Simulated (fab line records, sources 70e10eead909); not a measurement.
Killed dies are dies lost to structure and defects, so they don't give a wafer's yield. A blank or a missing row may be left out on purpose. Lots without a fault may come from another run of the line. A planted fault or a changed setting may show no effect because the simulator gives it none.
Problem report in the 8D (eight disciplines) form, filled by code | flow nand_harc | the parts of the form that need people (team, actions taken, sign-off) are left out

1. THE PROBLEM
thk_nm at NHARC_A_ONON_D1_THK_MEAS_02 reads a mean of 648 nm on 4 wafers of 3 lots; wafers without a fault read 1001 nm with a standard deviation of 12. That is -29 standard deviations from the usual mean.
The step: measures by ellipsometry.
First seen on wafer L965.1, day 10 05:20, on film_metro-01. The record holds 39 wafers of 13 lots with a number at this step. Rule for "out", or "out of limits": more than 4 standard deviations from the usual mean. The other wafers with a number count as sound.

2. WHAT IT IS AND WHAT IT IS NOT
question                    | is                             | is not
which readings at this step | thk_nm                         | -
which lots                  | L965, L967, L972               | L955, L957, L958, L959, L961, L962, L964, L975, L977, L978
which wafers of those lots  | L965.1, L965.6, L967.1, L972.6 | L965.5, L967.3, L967.5, L972.4, L972.5
read on which gauges        | film_metro-01, film_metro-02   | -
when                        | from day 10 05:20              | up to then (22 sound wafers); but 13 sound wafers of L967, L972, L975, L977, L978 came after

3. SUSPECTS, AND WHAT RULES EACH OUT
Counting: a tool at a process step up to the reading stays a suspect if it ran every lot that is out. Sound lots after the first of them don't rule it out here, since some wafers of a struck lot are sound.
- the gauge at NHARC_A_ONON_D1_THK_MEAS_02: ruled out. The wafers that are out were read on 2 gauges (film_metro-01, film_metro-02).
- pecvd_onon-02 at NHARC_A_ONON_D1_DEP_00 (target thk 1000 nm): kept. It ran every lot that is out, first L965 (day 10 04:50); its last sound lot up to then is L964 (day 9 23:01).
Left after counting: pecvd_onon-02 at NHARC_A_ONON_D1_DEP_00.

4. THE CAUSE (what the simulator had put in)
Process parameter drift: pecvd_onon-02, from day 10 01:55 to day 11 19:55, at NHARC_A_ONON_D1_DEP_00. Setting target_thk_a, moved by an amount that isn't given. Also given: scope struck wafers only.
Counting left only this tool.

5. THE CHAIN OF EFFECTS, in route order
Each row: a reading whose mean over the struck wafers that have a number lies more than 3 standard deviations from the usual. Only readings for which the record gives a usual standard deviation are gone through. hours: the time from each lot's start at the first step in this table that gives one to its start at this step, as a median over the lots. sigmas: the change in usual standard deviations.
hours | step                        | reading         | usual   | on struck wafers | change | sigmas
0     | NHARC_A_ONON_D1_THK_MEAS_02 | thk_nm          | 1001 nm | 648              | -353   | -29
290   | NHARC_END_SORT_01           | killed_at_array | 29      | 673              | +644   | +64
290   | NHARC_END_SORT_01           | killed_dies     | 33      | 677              | +644   | +59

6. WHAT WOULD HAVE CAUGHT IT SOONER
In this record the first reading out of limits at a measuring or inspecting step was taken at day 10 05:20, 3 hours after the fault began at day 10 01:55.
Of the tool readings at NHARC_A_ONON_D1_DEP_00 for which the record gives a usual standard deviation, none was out on any struck wafer, so an alarm limit of 4 standard deviations on them would not have fired.
Of the lots that are out (3), L967, L972 began NHARC_A_ONON_D1_DEP_00 on pecvd_onon-02 after day 10 05:20. A hold on the tool at that time would have spared those 2.
